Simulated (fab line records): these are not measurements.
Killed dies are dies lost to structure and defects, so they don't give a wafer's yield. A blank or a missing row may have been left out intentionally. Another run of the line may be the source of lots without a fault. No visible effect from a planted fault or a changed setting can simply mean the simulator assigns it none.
The tool behind it: which one? -- flow nand-harc -- Sampling: 15 lots, 43 wafers, 6 of 1159 route steps

WHAT THE GAUGES SHOWED, per wafer
NHARC_A_SOURCE_PLATE_THK_MEAS_09: measures by ellipsometry. Usual: thk-nm 9.8 nm, standard deviation 0.98.
lot,measured,on,thk-nm (nm),flag
L320,day 7 11:41,film-metro-02,9.6 8.6 9.9,
L321,day 7 16:28,film-metro-01,9.7 9.7 9.2,
L323,day 8 01:52,film-metro-01,10.2 8.6 10.3,
L325,day 8 09:11,film-metro-02,11.3 7.8 8.8,
L324,day 8 09:12,film-metro-01,10.6 9.1 11.0,
L329,day 9 06:20,film-metro-02,9.8 9.5 9.3,
L326,day 9 06:20,film-metro-01,9.5 8.5 10.5,
L328,day 9 10:02,film-metro-02,10.5 9.1 8.0,
L330,day 10 06:36,film-metro-01,8.8 9.9 10.2,
L331,day 10 06:36,film-metro-02,8.8 7.6 10.2,
L332,day 10 11:27,film-metro-02,8.6 9.7 10.7,
L334,day 10 20:40,film-metro-02,10.0 9.9 10.1,
L335,day 11 13:28,film-metro-01,9.9 9.0 8.5,
L337,day 11 18:03,film-metro-02,10.3 9.6,
L338,day 11 18:03,film-metro-01,10.0 9.8,

NHARC_A_ONON_D1_THK_MEAS_05: measures by ellipsometry. Usual: thk-nm 1000 nm, standard deviation 9.8.
lot,measured,on,thk-nm (nm),flag
L320,day 8 02:15,film-metro-02,1024 1025 1025,
L321,day 8 06:41,film-metro-01,1015 1014 1014,
L323,day 8 16:24,film-metro-02,1006 1004 1005,
L325,day 8 23:38,film-metro-01,1005 1007 1007,
L324,day 8 23:38,film-metro-02,996 996 998,
L329,day 9 20:50,film-metro-02,997 996 998,
L326,day 9 20:49,film-metro-02,1007 1007 1007,
L328,day 10 00:25,film-metro-01,998 998 998,
L330,day 10 21:30,film-metro-01,1010 1009 1007,
L331,day 10 21:32,film-metro-02,998 998 998,
L332,day 11 01:32,film-metro-02,997 994 995,
L334,day 11 11:06,film-metro-02,993 992 994,
L335,day 12 06:52,film-metro-01,995 995 996,
L337,day 12 06:53,film-metro-02,1006 1007,
L338,day 12 07:14,film-metro-02,996 996,

NHARC_A_ONON_D1_THK_MEAS_27: measures by ellipsometry. Usual: thk-nm 999 nm, standard deviation 13.
lot,measured,on,thk-nm (nm),flag
L320,day 8 14:40,film-metro-02,1012 1014 1014,
L321,day 8 15:07,film-metro-02,1011 1009 1009,
L323,day 9 02:52,film-metro-01,1000 1000 1000,
L325,day 9 10:13,film-metro-02,1005 1006 1005,
L324,day 9 10:11,film-metro-01,998 997 997,
L329,day 10 07:29,film-metro-02,1005 1003 1003,
L326,day 10 07:20,film-metro-01,1002 1003 1002,
L328,day 10 10:58,film-metro-02,1001 1001 1002,
L330,day 11 08:00,film-metro-02,999 1000 999,
L331,day 11 08:02,film-metro-01,1017 1018 1019,
L332,day 11 12:01,film-metro-01,1019 1022 1018,
L334,day 11 21:55,film-metro-02,1001 1286 1002,OFF
L335,day 12 19:00,film-metro-02,1008 1011 1008,
L337,day 12 18:45,film-metro-01,1009 1294,OFF
L338,day 12 19:06,film-metro-02,1258 973,OFF

NHARC_A_CHANNEL_HOLE_D1_CD_MEAS_10: target cd 100 nm. Usual: cd-nm 99.8 nm, standard deviation 0.57.
lot,measured,on,cd-nm (nm),flag
L320,day 8 19:42,cd-sem-03,100.6 100.2 99.8,
L321,day 8 21:50,cd-sem-03,98.4 98.8 98.8,
L323,day 9 07:39,cd-sem-02,100.1 100.2 100.0,
L325,day 9 14:19,cd-sem-02,99.4 99.8 99.5,
L324,day 9 14:05,cd-sem-02,100.6 99.6 100.5,
L329,day 10 13:02,cd-sem-03,100.0 100.0 100.1,
L326,day 10 12:53,cd-sem-03,99.7 100.3 99.5,
L328,day 10 18:25,cd-sem-03,99.2 99.8 100.0,
L330,day 11 11:58,cd-sem-01,100.3 99.8 99.2,
L331,day 11 12:08,cd-sem-02,99.8 100.2 99.6,
L332,day 11 16:35,cd-sem-01,99.8 99.2 100.3,
L334,day 12 01:55,cd-sem-02,98.6 99.5,
L335,day 13 01:13,cd-sem-03,100.1 99.6 100.1,
L337,day 12 23:35,cd-sem-03,100.2,
L338,day 13 01:31,cd-sem-01,99.7,

NHARC_END_SORT_01. Usual: killed-at-array 29, standard deviation 11; killed-at-other 0.5, standard deviation 0.8; killed-at-periphery 3.5, standard deviation 2.8; killed-dies 33, standard deviation 12; killed-open 3.1, standard deviation 1.8; killed-short 1.8, standard deviation 1.4.
lot,measured,on,killed-at-array,killed-at-other,killed-at-periphery,killed-dies,killed-open,killed-short,flag
L329,day 22 02:53,prober-01,17 16 14,0 0 1,3 4 6,20 20 21,1 3 8,3 3 2,
L326,day 21 22:52,prober-02,40 35 46,0 0 0,10 3 8,50 38 54,1 1 1,3 1 1,
L331,day 22 17:23,prober-02,35 49 46,0 0 0,2 4 1,37 53 47,2 2 2,0 6 2,
L334,day 23 14:38,prober-02,33 674 35,0 0 1,6 3 4,39 677 40,10 1 6,3 2 3,OFF
L337,day 24 06:12,prober-02,43 672,0 0,7 5,50 677,3 1,2 1,OFF
L338,day 25 02:20,prober-02,672 38,0 1,5 7,677 46,3 2,4 3,OFF

EACH LOT AND THE TOOL THAT RAN IT (in order: tool; ch and the chambers of the sampled wafers; start)
lot,NHARC_A_ONON_D1_DEP_25
L320,"pecvd-onon-03 ch 0, day 8 14:10"
L321,"pecvd-onon-02 ch 0, day 8 14:37"
L323,"pecvd-onon-03 ch 0, day 9 02:20"
L325,"pecvd-onon-02 ch 0, day 9 09:43"
L324,"pecvd-onon-03 ch 0, day 9 09:51"
L329,"pecvd-onon-03 ch 0, day 10 07:02"
L326,"pecvd-onon-02 ch 0, day 10 06:53"
L328,"pecvd-onon-02 ch 0, day 10 10:27"
L330,"pecvd-onon-02 ch 0, day 11 07:33"
L331,"pecvd-onon-03 ch 0, day 11 07:33"
L332,"pecvd-onon-02 ch 0, day 11 11:37"
L334,"pecvd-onon-02 ch 0, day 11 21:25"
L335,"pecvd-onon-03 ch 0, day 12 18:40"
L337,"pecvd-onon-02 ch 0, day 12 18:14"
L338,"pecvd-onon-02 ch 0, day 12 18:43"
- NHARC_A_ONON_D1_DEP_25: target thk 1000 nm.

WHAT THE TOOLS THEMSELVES READ (means of the sampled wafers that have a number; where no wafer has one, the mark that the record gives instead)
The record holds no such reading with a usual standard deviation.

THE ANSWER, worked out from the rows above alone
Rule: a lot counts as off when the mean over its wafers that have a number is more than 3 standard deviations away from the usual mean. Also off: a lot with no number at a reading for which 4 or more lots have one. Where the step has rows for the other lots, those lots are counted as sound. After the gauges, taken in route order, come the tools' own readings; for these a lot's mean is taken, as printed above. At the first step where some lot is off, the reading lying furthest off is the one used; lots without a number count as furthest.
Off, at NHARC_A_ONON_D1_THK_MEAS_27 on thk-nm: L334, L337, L338.
A tool fits if, at a process step before that reading, it ran every lot that is off, and no sound lot after the first of them. Not tried: the gauges at NHARC_A_ONON_D1_THK_MEAS_27; whatever is off there is also off at NHARC_END_SORT_01, on other tools, and gauge error can't account for it. One fits: pecvd-onon-02 at NHARC_A_ONON_D1_DEP_25. A fault onset in the window from L332 (day 11 11:37, its last sound lot) to L334 (day 11 21:25, its first lot off) fits.

WHAT THE SIMULATOR PUT IN
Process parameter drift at NHARC_A_ONON_D1_DEP_25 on pecvd-onon-02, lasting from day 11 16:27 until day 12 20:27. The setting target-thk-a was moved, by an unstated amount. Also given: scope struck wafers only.
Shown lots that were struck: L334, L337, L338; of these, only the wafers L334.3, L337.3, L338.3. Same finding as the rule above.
